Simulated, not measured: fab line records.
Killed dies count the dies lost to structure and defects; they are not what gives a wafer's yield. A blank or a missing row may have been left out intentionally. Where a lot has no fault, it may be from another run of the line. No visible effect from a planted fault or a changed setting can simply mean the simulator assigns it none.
The tool behind it: which one? || flow nandHarc || 45 wafers from 15 lots sampled at 4 of the route's 1302 steps

WHAT EACH GAUGE READ, for each wafer
The record lacks any reading of a measuring or inspecting step that a usual standard deviation could be used to judge.

WHICH TOOL RAN EACH LOT (tool, then ch and the chambers of the sampled wafers, then the start)
{"lot": "L998", "NHARC_A_CHANNEL_HOLE_D1_ETCH_34": "rieDiel-09 ch 0,1, day 8 15:44 or earlier", "NHARC_A_CHANNEL_HOLE_D1_ETCH_24": "harEtch-01 ch 0,1, day 8 15:44", "NHARC_A_CHANNEL_HOLE_D1_ETCH_33": "harEtch-01 ch 0,1, day 8 17:28", "NHARC_A_CHANNEL_FILL_D1_ALD_02": "aldHk-03 ch 0,3, day 8 19:22"}
{"lot": "L999", "NHARC_A_CHANNEL_HOLE_D1_ETCH_34": "rieDiel-09 ch 2,3, day 9 00:04 or earlier", "NHARC_A_CHANNEL_HOLE_D1_ETCH_24": "harEtch-02 ch 0,1, day 9 00:04", "NHARC_A_CHANNEL_HOLE_D1_ETCH_33": "harEtch-02 ch 0,1, day 9 01:43", "NHARC_A_CHANNEL_FILL_D1_ALD_02": "aldHk-02 ch 1,2,3, day 9 03:42"}
{"lot": "L100", "NHARC_A_CHANNEL_HOLE_D1_ETCH_34": "rieDiel-08 ch 0,1,3, day 9 23:44 or earlier", "NHARC_A_CHANNEL_HOLE_D1_ETCH_24": "harEtch-01 ch 0,1, day 9 23:44", "NHARC_A_CHANNEL_HOLE_D1_ETCH_33": "harEtch-01 ch 0,1, day 10 01:28", "NHARC_A_CHANNEL_FILL_D1_ALD_02": "aldHk-01 ch 0,2,3, day 10 03:28"}
{"lot": "L101", "NHARC_A_CHANNEL_HOLE_D1_ETCH_34": "rieDiel-09 ch 0,3, day 9 23:44 or earlier", "NHARC_A_CHANNEL_HOLE_D1_ETCH_24": "harEtch-02 ch 0,1, day 9 23:44", "NHARC_A_CHANNEL_HOLE_D1_ETCH_33": "harEtch-02 ch 0,1, day 10 01:34", "NHARC_A_CHANNEL_FILL_D1_ALD_02": "aldHk-02 ch 0,2,3, day 10 03:43"}
{"lot": "L102", "NHARC_A_CHANNEL_HOLE_D1_ETCH_34": "rieDiel-09 ch 1,3, day 10 07:56 or earlier", "NHARC_A_CHANNEL_HOLE_D1_ETCH_24": "harEtch-01 ch 0,1, day 10 07:56", "NHARC_A_CHANNEL_HOLE_D1_ETCH_33": "harEtch-01 ch 0,1, day 10 09:47", "NHARC_A_CHANNEL_FILL_D1_ALD_02": "aldHk-02 ch 0,1, day 10 11:43"}
{"lot": "L103", "NHARC_A_CHANNEL_HOLE_D1_ETCH_34": "rieDiel-09 ch 1,2,3, day 11 05:16 or earlier", "NHARC_A_CHANNEL_HOLE_D1_ETCH_24": "harEtch-01 ch 0,1, day 11 05:16", "NHARC_A_CHANNEL_HOLE_D1_ETCH_33": "harEtch-01 ch 0,1, day 11 07:07", "NHARC_A_CHANNEL_FILL_D1_ALD_02": "aldHk-03 ch 0,1,3, day 11 09:02"}
{"lot": "L104", "NHARC_A_CHANNEL_HOLE_D1_ETCH_34": "rieDiel-08 ch 1,2,3, day 11 10:14 or earlier", "NHARC_A_CHANNEL_HOLE_D1_ETCH_24": "harEtch-02 ch 0,1, day 11 10:14", "NHARC_A_CHANNEL_HOLE_D1_ETCH_33": "harEtch-02 ch 0,1, day 11 11:47", "NHARC_A_CHANNEL_FILL_D1_ALD_02": "aldHk-03 ch 0,1, day 11 13:37"}
{"lot": "L106", "NHARC_A_CHANNEL_HOLE_D1_ETCH_34": "rieDiel-08 ch 0,1,2, day 12 05:35 or earlier", "NHARC_A_CHANNEL_HOLE_D1_ETCH_24": "harEtch-01 ch 0,1, day 12 05:35", "NHARC_A_CHANNEL_HOLE_D1_ETCH_33": "harEtch-01 ch 0,1, day 12 07:20", "NHARC_A_CHANNEL_FILL_D1_ALD_02": "aldHk-01 ch 2,3, day 12 09:28"}
{"lot": "L107", "NHARC_A_CHANNEL_HOLE_D1_ETCH_34": "rieDiel-05 ch 0,1,3, day 12 18:47 or earlier", "NHARC_A_CHANNEL_HOLE_D1_ETCH_24": "harEtch-02 ch 0,1, day 12 18:47", "NHARC_A_CHANNEL_HOLE_D1_ETCH_33": "harEtch-02 ch 0,1, day 12 20:38", "NHARC_A_CHANNEL_FILL_D1_ALD_02": "aldHk-02 ch 0,1,3, day 12 23:00"}
{"lot": "L108", "NHARC_A_CHANNEL_HOLE_D1_ETCH_34": "rieDiel-09 ch 0,3, day 13 00:08 or earlier", "NHARC_A_CHANNEL_HOLE_D1_ETCH_24": "harEtch-02 ch 0,1, day 13 00:08", "NHARC_A_CHANNEL_HOLE_D1_ETCH_33": "harEtch-02 ch 0,1, day 13 01:59", "NHARC_A_CHANNEL_FILL_D1_ALD_02": "aldHk-02 ch 0,1,2, day 13 04:41"}
{"lot": "L110", "NHARC_A_CHANNEL_HOLE_D1_ETCH_34": "rieDiel-09 ch 0,1,2, day 13 16:19 or earlier", "NHARC_A_CHANNEL_HOLE_D1_ETCH_24": "harEtch-01 ch 0,1, day 13 16:19", "NHARC_A_CHANNEL_HOLE_D1_ETCH_33": "harEtch-01 ch 0,1, day 13 18:05", "NHARC_A_CHANNEL_FILL_D1_ALD_02": "aldHk-03 ch 1,2,3, day 13 19:58"}
{"lot": "L112", "NHARC_A_CHANNEL_HOLE_D1_ETCH_34": "rieDiel-05 ch 1,2,3, day 14 16:41 or earlier", "NHARC_A_CHANNEL_HOLE_D1_ETCH_24": "harEtch-01 ch 0,1, day 14 16:41", "NHARC_A_CHANNEL_HOLE_D1_ETCH_33": "harEtch-01 ch 0,1, day 14 18:32", "NHARC_A_CHANNEL_FILL_D1_ALD_02": "-"}
{"lot": "L111", "NHARC_A_CHANNEL_HOLE_D1_ETCH_34": "rieDiel-08 ch 1,2, day 14 21:07 or earlier", "NHARC_A_CHANNEL_HOLE_D1_ETCH_24": "harEtch-01 ch 0,1, day 14 21:07", "NHARC_A_CHANNEL_HOLE_D1_ETCH_33": "harEtch-01 ch 0,1, day 14 22:47", "NHARC_A_CHANNEL_FILL_D1_ALD_02": "-"}
{"lot": "L113", "NHARC_A_CHANNEL_HOLE_D1_ETCH_34": "rieDiel-08 ch 1,2,3, day 15 02:34 or earlier", "NHARC_A_CHANNEL_HOLE_D1_ETCH_24": "harEtch-01 ch 0,1, day 15 02:34", "NHARC_A_CHANNEL_HOLE_D1_ETCH_33": "harEtch-01 ch 0,1, day 15 04:23", "NHARC_A_CHANNEL_FILL_D1_ALD_02": "-"}
{"lot": "L121", "NHARC_A_CHANNEL_HOLE_D1_ETCH_34": "rieDiel-09 ch 0,1,3, day 18 03:13 or earlier", "NHARC_A_CHANNEL_HOLE_D1_ETCH_24": "harEtch-01 ch 0,1, day 18 03:13", "NHARC_A_CHANNEL_HOLE_D1_ETCH_33": "harEtch-01 ch 0,1, day 18 05:04", "NHARC_A_CHANNEL_FILL_D1_ALD_02": "aldHk-03 ch 0,2,3, day 18 06:59"}
- NHARC_A_CHANNEL_HOLE_D1_ETCH_34: etches the open film in CF4/CHF3, target depth 154 nm, time 77 s.
- NHARC_A_CHANNEL_HOLE_D1_ETCH_24: etches the open film in C4F8/O2/Ar, time 906.2 s, target depth 1500 nm.
- NHARC_A_CHANNEL_HOLE_D1_ETCH_33: etches the open film in C4F8/O2/Ar, time 90 s, target depth 400 nm.
- NHARC_A_CHANNEL_FILL_D1_ALD_02: deposits SiO2, target thk 6 nm, pulse time 10 s, ald cycles 60.

AS READ BY THE TOOLS THEMSELVES (means over the sampled wafers that have a number; for cases with no such wafer, the mark the record gives instead)
NHARC_A_CHANNEL_HOLE_D1_ETCH_34. Usual: biasW 200.0 W, standard deviation 0.6; cf4FlowSccm 100.0 sccm, standard deviation 0.35; drypumpMotorCurrentA 5.7 A, standard deviation 0.45; mfcArSccm 0.010 sccm, standard deviation 0.013; oesProductAu 0.953 a.u., standard deviation 0.021; rfVppV 370.4 V, standard deviation 2.3; showerheadPlenumPTorr 1.57 Torr, standard deviation 0.067; throttleValvePct 16.802 %, standard deviation 0.0096.
{"lot": "L998", "tool": "rieDiel-09", "biasW (W)": 199.7, "cf4FlowSccm (sccm)": 100.4, "drypumpMotorCurrentA (A)": 5.6, "mfcArSccm (sccm)": 0.008, "oesProductAu (a.u.)": 0.967, "rfVppV (V)": 370.1, "showerheadPlenumPTorr (Torr)": 1.55, "throttleValvePct (%)": 16.794, "flag": ""}
{"lot": "L999", "tool": "rieDiel-09", "biasW (W)": 200.5, "cf4FlowSccm (sccm)": 99.6, "drypumpMotorCurrentA (A)": 5.5, "mfcArSccm (sccm)": 0.016, "oesProductAu (a.u.)": 0.976, "rfVppV (V)": 371.5, "showerheadPlenumPTorr (Torr)": 1.59, "throttleValvePct (%)": 16.805, "flag": ""}
{"lot": "L100", "tool": "rieDiel-08", "biasW (W)": 200.2, "cf4FlowSccm (sccm)": 99.6, "drypumpMotorCurrentA (A)": 6.1, "mfcArSccm (sccm)": 0.013, "oesProductAu (a.u.)": 0.974, "rfVppV (V)": 369.7, "showerheadPlenumPTorr (Torr)": 1.57, "throttleValvePct (%)": 16.799, "flag": ""}
{"lot": "L101", "tool": "rieDiel-09", "biasW (W)": 199.6, "cf4FlowSccm (sccm)": 99.8, "drypumpMotorCurrentA (A)": 5.6, "mfcArSccm (sccm)": 0.025, "oesProductAu (a.u.)": 0.924, "rfVppV (V)": 373.1, "showerheadPlenumPTorr (Torr)": 1.65, "throttleValvePct (%)": 16.806, "flag": ""}
{"lot": "L102", "tool": "rieDiel-09", "biasW (W)": 199.9, "cf4FlowSccm (sccm)": 100.0, "drypumpMotorCurrentA (A)": 5.4, "mfcArSccm (sccm)": 0.008, "oesProductAu (a.u.)": 0.927, "rfVppV (V)": 368.8, "showerheadPlenumPTorr (Torr)": 1.51, "throttleValvePct (%)": 16.794, "flag": ""}
{"lot": "L103", "tool": "rieDiel-09", "biasW (W)": 199.9, "cf4FlowSccm (sccm)": 99.7, "drypumpMotorCurrentA (A)": 5.5, "mfcArSccm (sccm)": 0.008, "oesProductAu (a.u.)": 0.929, "rfVppV (V)": 369.1, "showerheadPlenumPTorr (Torr)": 1.56, "throttleValvePct (%)": 16.805, "flag": ""}
{"lot": "L104", "tool": "rieDiel-08", "biasW (W)": 200.1, "cf4FlowSccm (sccm)": 100.2, "drypumpMotorCurrentA (A)": 6.2, "mfcArSccm (sccm)": 0.013, "oesProductAu (a.u.)": 0.976, "rfVppV (V)": 369.2, "showerheadPlenumPTorr (Torr)": 1.52, "throttleValvePct (%)": 16.804, "flag": ""}
{"lot": "L106", "tool": "rieDiel-08", "biasW (W)": 199.7, "cf4FlowSccm (sccm)": 100.0, "drypumpMotorCurrentA (A)": 5.8, "mfcArSccm (sccm)": 0.013, "oesProductAu (a.u.)": 0.972, "rfVppV (V)": 369.3, "showerheadPlenumPTorr (Torr)": 1.52, "throttleValvePct (%)": 16.812, "flag": ""}
{"lot": "L107", "tool": "rieDiel-05", "biasW (W)": 200.2, "cf4FlowSccm (sccm)": 99.8, "drypumpMotorCurrentA (A)": 5.4, "mfcArSccm (sccm)": 0.002, "oesProductAu (a.u.)": 0.951, "rfVppV (V)": 371.1, "showerheadPlenumPTorr (Torr)": 1.55, "throttleValvePct (%)": 16.809, "flag": ""}
{"lot": "L108", "tool": "rieDiel-09", "biasW (W)": 200.6, "cf4FlowSccm (sccm)": 100.0, "drypumpMotorCurrentA (A)": 5.7, "mfcArSccm (sccm)": 0.025, "oesProductAu (a.u.)": 0.923, "rfVppV (V)": 373.2, "showerheadPlenumPTorr (Torr)": 1.65, "throttleValvePct (%)": 16.801, "flag": ""}
{"lot": "L110", "tool": "rieDiel-09", "biasW (W)": 199.7, "cf4FlowSccm (sccm)": 100.2, "drypumpMotorCurrentA (A)": 5.8, "mfcArSccm (sccm)": 0.008, "oesProductAu (a.u.)": 0.927, "rfVppV (V)": 371.8, "showerheadPlenumPTorr (Torr)": 1.59, "throttleValvePct (%)": 16.795, "flag": ""}
{"lot": "L112", "tool": "rieDiel-05", "biasW (W)": 200.8, "cf4FlowSccm (sccm)": 100.0, "drypumpMotorCurrentA (A)": 5.2, "mfcArSccm (sccm)": 0.003, "oesProductAu (a.u.)": 0.976, "rfVppV (V)": 369.0, "showerheadPlenumPTorr (Torr)": 1.54, "throttleValvePct (%)": 16.808, "flag": ""}
{"lot": "L111", "tool": "rieDiel-08", "biasW (W)": 200.2, "cf4FlowSccm (sccm)": 100.2, "drypumpMotorCurrentA (A)": 6.2, "mfcArSccm (sccm)": 0.025, "oesProductAu (a.u.)": 0.937, "rfVppV (V)": 367.8, "showerheadPlenumPTorr (Torr)": 1.48, "throttleValvePct (%)": 16.807, "flag": ""}
{"lot": "L113", "tool": "rieDiel-08", "biasW (W)": 199.7, "cf4FlowSccm (sccm)": 100.2, "drypumpMotorCurrentA (A)": 6.2, "mfcArSccm (sccm)": 0.013, "oesProductAu (a.u.)": 0.970, "rfVppV (V)": 368.3, "showerheadPlenumPTorr (Torr)": 1.52, "throttleValvePct (%)": 16.806, "flag": ""}
{"lot": "L121", "tool": "rieDiel-09", "biasW (W)": 200.0, "cf4FlowSccm (sccm)": 99.9, "drypumpMotorCurrentA (A)": 5.5, "mfcArSccm (sccm)": 0.016, "oesProductAu (a.u.)": 0.930, "rfVppV (V)": 370.6, "showerheadPlenumPTorr (Torr)": 1.58, "throttleValvePct (%)": 16.804, "flag": ""}

NHARC_A_CHANNEL_HOLE_D1_ETCH_24. Usual: c4f8FlowSccm is 93.78 sccm with standard deviation 0.29, chamberPressureMTorr is 20.000 mTorr with standard deviation 0.02, drypumpMotorCurrentA is 6.1 A with standard deviation 0.6, heBacksideLeakSccm is 5.9 sccm with standard deviation 0.53, mfcArSccm is 375.0 sccm with standard deviation 1.1, showerheadPlenumPTorr is 3.66 Torr with standard deviation 0.074, and throttleValvePct is 32.236 % with standard deviation 0.0095.
{"lot": "L998", "tool": "harEtch-01", "c4f8FlowSccm (sccm)": 93.72, "chamberPressureMTorr (mTorr)": 19.996, "drypumpMotorCurrentA (A)": 6.5, "heBacksideLeakSccm (sccm)": 5.4, "mfcArSccm (sccm)": 375.8, "showerheadPlenumPTorr (Torr)": 3.73, "throttleValvePct (%)": 32.240, "flag": ""}
{"lot": "L999", "tool": "harEtch-02", "c4f8FlowSccm (sccm)": 93.83, "chamberPressureMTorr (mTorr)": 20.001, "drypumpMotorCurrentA (A)": 5.9, "heBacksideLeakSccm (sccm)": 5.9, "mfcArSccm (sccm)": 376.0, "showerheadPlenumPTorr (Torr)": 3.61, "throttleValvePct (%)": 32.232, "flag": ""}
{"lot": "L100", "tool": "harEtch-01", "c4f8FlowSccm (sccm)": 93.93, "chamberPressureMTorr (mTorr)": 19.982, "drypumpMotorCurrentA (A)": 6.1, "heBacksideLeakSccm (sccm)": 5.4, "mfcArSccm (sccm)": 375.0, "showerheadPlenumPTorr (Torr)": 3.72, "throttleValvePct (%)": 32.232, "flag": ""}
{"lot": "L101", "tool": "harEtch-02", "c4f8FlowSccm (sccm)": 93.65, "chamberPressureMTorr (mTorr)": 20.000, "drypumpMotorCurrentA (A)": 5.9, "heBacksideLeakSccm (sccm)": 6.3, "mfcArSccm (sccm)": 375.6, "showerheadPlenumPTorr (Torr)": 3.60, "throttleValvePct (%)": 32.234, "flag": ""}
{"lot": "L102", "tool": "harEtch-01", "c4f8FlowSccm (sccm)": 93.60, "chamberPressureMTorr (mTorr)": 19.992, "drypumpMotorCurrentA (A)": 6.5, "heBacksideLeakSccm (sccm)": 5.8, "mfcArSccm (sccm)": 376.5, "showerheadPlenumPTorr (Torr)": 3.72, "throttleValvePct (%)": 32.229, "flag": ""}
{"lot": "L103", "tool": "harEtch-01", "c4f8FlowSccm (sccm)": 93.64, "chamberPressureMTorr (mTorr)": 19.997, "drypumpMotorCurrentA (A)": 6.1, "heBacksideLeakSccm (sccm)": 5.7, "mfcArSccm (sccm)": 376.0, "showerheadPlenumPTorr (Torr)": 3.71, "throttleValvePct (%)": 32.236, "flag": ""}
{"lot": "L104", "tool": "harEtch-02", "c4f8FlowSccm (sccm)": 93.84, "chamberPressureMTorr (mTorr)": 19.997, "drypumpMotorCurrentA (A)": 5.9, "heBacksideLeakSccm (sccm)": 6.3, "mfcArSccm (sccm)": 374.8, "showerheadPlenumPTorr (Torr)": 3.59, "throttleValvePct (%)": 32.241, "flag": ""}
{"lot": "L106", "tool": "harEtch-01", "c4f8FlowSccm (sccm)": 93.83, "chamberPressureMTorr (mTorr)": 20.015, "drypumpMotorCurrentA (A)": 6.4, "heBacksideLeakSccm (sccm)": 5.6, "mfcArSccm (sccm)": 375.3, "showerheadPlenumPTorr (Torr)": 3.70, "throttleValvePct (%)": 32.240, "flag": ""}
{"lot": "L107", "tool": "harEtch-02", "c4f8FlowSccm (sccm)": 93.62, "chamberPressureMTorr (mTorr)": 20.000, "drypumpMotorCurrentA (A)": 5.9, "heBacksideLeakSccm (sccm)": 6.6, "mfcArSccm (sccm)": 374.0, "showerheadPlenumPTorr (Torr)": 3.58, "throttleValvePct (%)": 32.229, "flag": ""}
{"lot": "L108", "tool": "harEtch-02", "c4f8FlowSccm (sccm)": 93.31, "chamberPressureMTorr (mTorr)": 19.991, "drypumpMotorCurrentA (A)": 5.9, "heBacksideLeakSccm (sccm)": 6.4, "mfcArSccm (sccm)": 374.9, "showerheadPlenumPTorr (Torr)": 3.58, "throttleValvePct (%)": 32.244, "flag": ""}
{"lot": "L110", "tool": "harEtch-01", "c4f8FlowSccm (sccm)": 93.78, "chamberPressureMTorr (mTorr)": 20.003, "drypumpMotorCurrentA (A)": 6.1, "heBacksideLeakSccm (sccm)": 5.9, "mfcArSccm (sccm)": 375.3, "showerheadPlenumPTorr (Torr)": 3.69, "throttleValvePct (%)": 32.236, "flag": ""}
{"lot": "L112", "tool": "harEtch-01", "c4f8FlowSccm (sccm)": 93.66, "chamberPressureMTorr (mTorr)": 19.994, "drypumpMotorCurrentA (A)": 6.4, "heBacksideLeakSccm (sccm)": 6.0, "mfcArSccm (sccm)": 374.5, "showerheadPlenumPTorr (Torr)": 3.68, "throttleValvePct (%)": 32.242, "flag": ""}
{"lot": "L111", "tool": "harEtch-01", "c4f8FlowSccm (sccm)": 93.59, "chamberPressureMTorr (mTorr)": 20.008, "drypumpMotorCurrentA (A)": 6.1, "heBacksideLeakSccm (sccm)": 5.7, "mfcArSccm (sccm)": 374.2, "showerheadPlenumPTorr (Torr)": 3.68, "throttleValvePct (%)": 32.244, "flag": ""}
{"lot": "L113", "tool": "harEtch-01", "c4f8FlowSccm (sccm)": 94.04, "chamberPressureMTorr (mTorr)": 20.020, "drypumpMotorCurrentA (A)": 6.5, "heBacksideLeakSccm (sccm)": 5.8, "mfcArSccm (sccm)": 375.7, "showerheadPlenumPTorr (Torr)": 3.68, "throttleValvePct (%)": 32.235, "flag": ""}
{"lot": "L121", "tool": "harEtch-01", "c4f8FlowSccm (sccm)": 93.91, "chamberPressureMTorr (mTorr)": 20.001, "drypumpMotorCurrentA (A)": 6.1, "heBacksideLeakSccm (sccm)": 6.0, "mfcArSccm (sccm)": 373.1, "showerheadPlenumPTorr (Torr)": 3.65, "throttleValvePct (%)": 32.237, "flag": ""}

NHARC_A_CHANNEL_HOLE_D1_ETCH_33. Usual: biasV is 401 V with standard deviation 3.9, c4f8FlowSccm is 41.69 sccm with standard deviation 0.12, drypumpMotorCurrentA is 6.1 A with standard deviation 0.6, heBacksideLeakSccm is 5.9 sccm with standard deviation 0.47, mfcArSccm is 375.1 sccm with standard deviation 1, showerheadPlenumPTorr is 3.71 Torr with standard deviation 0.077, and throttleValvePct is 27.622 % with standard deviation 0.0088.
{"lot": "L998", "tool": "harEtch-01", "biasV (V)": 399, "c4f8FlowSccm (sccm)": 41.79, "drypumpMotorCurrentA (A)": 6.5, "heBacksideLeakSccm (sccm)": 5.4, "mfcArSccm (sccm)": 376.0, "showerheadPlenumPTorr (Torr)": 3.78, "throttleValvePct (%)": 27.619, "flag": ""}
{"lot": "L999", "tool": "harEtch-02", "biasV (V)": 402, "c4f8FlowSccm (sccm)": 41.68, "drypumpMotorCurrentA (A)": 5.9, "heBacksideLeakSccm (sccm)": 6.0, "mfcArSccm (sccm)": 373.9, "showerheadPlenumPTorr (Torr)": 3.65, "throttleValvePct (%)": 27.618, "flag": ""}
{"lot": "L100", "tool": "harEtch-01", "biasV (V)": 403, "c4f8FlowSccm (sccm)": 41.70, "drypumpMotorCurrentA (A)": 6.1, "heBacksideLeakSccm (sccm)": 5.5, "mfcArSccm (sccm)": 374.7, "showerheadPlenumPTorr (Torr)": 3.76, "throttleValvePct (%)": 27.616, "flag": ""}
{"lot": "L101", "tool": "harEtch-02", "biasV (V)": 399, "c4f8FlowSccm (sccm)": 41.61, "drypumpMotorCurrentA (A)": 5.9, "heBacksideLeakSccm (sccm)": 6.1, "mfcArSccm (sccm)": 373.9, "showerheadPlenumPTorr (Torr)": 3.64, "throttleValvePct (%)": 27.624, "flag": ""}
{"lot": "L102", "tool": "harEtch-01", "biasV (V)": 402, "c4f8FlowSccm (sccm)": 41.61, "drypumpMotorCurrentA (A)": 6.4, "heBacksideLeakSccm (sccm)": 5.4, "mfcArSccm (sccm)": 374.1, "showerheadPlenumPTorr (Torr)": 3.76, "throttleValvePct (%)": 27.629, "flag": ""}
{"lot": "L103", "tool": "harEtch-01", "biasV (V)": 406, "c4f8FlowSccm (sccm)": 41.68, "drypumpMotorCurrentA (A)": 6.1, "heBacksideLeakSccm (sccm)": 5.6, "mfcArSccm (sccm)": 376.5, "showerheadPlenumPTorr (Torr)": 3.75, "throttleValvePct (%)": 27.628, "flag": ""}
{"lot": "L104", "tool": "harEtch-02", "biasV (V)": 404, "c4f8FlowSccm (sccm)": 41.60, "drypumpMotorCurrentA (A)": 5.9, "heBacksideLeakSccm (sccm)": 6.1, "mfcArSccm (sccm)": 374.6, "showerheadPlenumPTorr (Torr)": 3.63, "throttleValvePct (%)": 27.614, "flag": ""}
{"lot": "L106", "tool": "harEtch-01", "biasV (V)": 401, "c4f8FlowSccm (sccm)": 41.75, "drypumpMotorCurrentA (A)": 6.5, "heBacksideLeakSccm (sccm)": 5.7, "mfcArSccm (sccm)": 375.1, "showerheadPlenumPTorr (Torr)": 3.75, "throttleValvePct (%)": 27.623, "flag": ""}
{"lot": "L107", "tool": "harEtch-02", "biasV (V)": 400, "c4f8FlowSccm (sccm)": 41.64, "drypumpMotorCurrentA (A)": 5.9, "heBacksideLeakSccm (sccm)": 6.6, "mfcArSccm (sccm)": 375.9, "showerheadPlenumPTorr (Torr)": 3.62, "throttleValvePct (%)": 27.621, "flag": ""}
{"lot": "L108", "tool": "harEtch-02", "biasV (V)": 404, "c4f8FlowSccm (sccm)": 41.79, "drypumpMotorCurrentA (A)": 5.9, "heBacksideLeakSccm (sccm)": 6.7, "mfcArSccm (sccm)": 374.7, "showerheadPlenumPTorr (Torr)": 3.61, "throttleValvePct (%)": 27.625, "flag": ""}
{"lot": "L110", "tool": "harEtch-01", "biasV (V)": 401, "c4f8FlowSccm (sccm)": 41.77, "drypumpMotorCurrentA (A)": 6.1, "heBacksideLeakSccm (sccm)": 5.8, "mfcArSccm (sccm)": 374.2, "showerheadPlenumPTorr (Torr)": 3.74, "throttleValvePct (%)": 27.627, "flag": ""}
{"lot": "L112", "tool": "harEtch-01", "biasV (V)": "-", "c4f8FlowSccm (sccm)": "-", "drypumpMotorCurrentA (A)": "-", "heBacksideLeakSccm (sccm)": "-", "mfcArSccm (sccm)": "-", "showerheadPlenumPTorr (Torr)": "-", "throttleValvePct (%)": "-", "flag": "OFF"}
{"lot": "L111", "tool": "harEtch-01", "biasV (V)": "-", "c4f8FlowSccm (sccm)": "-", "drypumpMotorCurrentA (A)": "-", "heBacksideLeakSccm (sccm)": "-", "mfcArSccm (sccm)": "-", "showerheadPlenumPTorr (Torr)": "-", "throttleValvePct (%)": "-", "flag": "OFF"}
{"lot": "L113", "tool": "harEtch-01", "biasV (V)": "-", "c4f8FlowSccm (sccm)": "-", "drypumpMotorCurrentA (A)": "-", "heBacksideLeakSccm (sccm)": "-", "mfcArSccm (sccm)": "-", "showerheadPlenumPTorr (Torr)": "-", "throttleValvePct (%)": "-", "flag": "OFF"}
{"lot": "L121", "tool": "harEtch-01", "biasV (V)": 399, "c4f8FlowSccm (sccm)": 41.69, "drypumpMotorCurrentA (A)": 6.1, "heBacksideLeakSccm (sccm)": 6.0, "mfcArSccm (sccm)": 374.9, "showerheadPlenumPTorr (Torr)": 3.70, "throttleValvePct (%)": 27.626, "flag": ""}

NHARC_A_CHANNEL_FILL_D1_ALD_02. Usual: heaterPowerW 472 W, standard deviation 49; precursorPulseHeightRel 0.999, standard deviation 0.02.
{"lot": "L998", "tool": "aldHk-03", "heaterPowerW (W)": 410, "precursorPulseHeightRel": 0.976, "flag": ""}
{"lot": "L999", "tool": "aldHk-02", "heaterPowerW (W)": 504, "precursorPulseHeightRel": 0.978, "flag": ""}
{"lot": "L100", "tool": "aldHk-01", "heaterPowerW (W)": 491, "precursorPulseHeightRel": 1.001, "flag": ""}
{"lot": "L101", "tool": "aldHk-02", "heaterPowerW (W)": 509, "precursorPulseHeightRel": 1.021, "flag": ""}
{"lot": "L102", "tool": "aldHk-02", "heaterPowerW (W)": 450, "precursorPulseHeightRel": 0.993, "flag": ""}
{"lot": "L103", "tool": "aldHk-03", "heaterPowerW (W)": 447, "precursorPulseHeightRel": 0.999, "flag": ""}
{"lot": "L104", "tool": "aldHk-03", "heaterPowerW (W)": 445, "precursorPulseHeightRel": 1.000, "flag": ""}
{"lot": "L106", "tool": "aldHk-01", "heaterPowerW (W)": 477, "precursorPulseHeightRel": 0.993, "flag": ""}
{"lot": "L107", "tool": "aldHk-02", "heaterPowerW (W)": 466, "precursorPulseHeightRel": 0.984, "flag": ""}
{"lot": "L108", "tool": "aldHk-02", "heaterPowerW (W)": 494, "precursorPulseHeightRel": 0.983, "flag": ""}
{"lot": "L110", "tool": "aldHk-03", "heaterPowerW (W)": 459, "precursorPulseHeightRel": 0.985, "flag": ""}
{"lot": "L121", "tool": "aldHk-03", "heaterPowerW (W)": 432, "precursorPulseHeightRel": 1.035, "flag": ""}

THE ANSWER, worked out from the rows above alone
Rule: lot off if the mean of its wafers having a number is beyond 3 standard deviations from the usual mean. Also off: a lot with no number at a reading for which 4 or more lots have one. Where the step has rows for the other lots, those lots are counted as sound. The gauges are gone through in route order, then the tools' own readings, and for those a lot's mean is taken as printed above. The first step at which some lot is off is used, and at that step the reading that is off furthest; a lot without a number counts as furthest.
Off at NHARC_A_CHANNEL_HOLE_D1_ETCH_33 (biasV): L112, L111, L113. Without a number there: L112, L111, L113.
If a tool, at that step or one of the process steps before it, ran each lot that is off and ran no sound lot following the first of them, it fits. NHARC_A_CHANNEL_HOLE_D1_ETCH_34 gives no start for some lots, so the hours and the order of its lots are those of NHARC_A_CHANNEL_HOLE_D1_ETCH_24. None of those tried fits.

WHAT THE SIMULATOR HAD INSERTED
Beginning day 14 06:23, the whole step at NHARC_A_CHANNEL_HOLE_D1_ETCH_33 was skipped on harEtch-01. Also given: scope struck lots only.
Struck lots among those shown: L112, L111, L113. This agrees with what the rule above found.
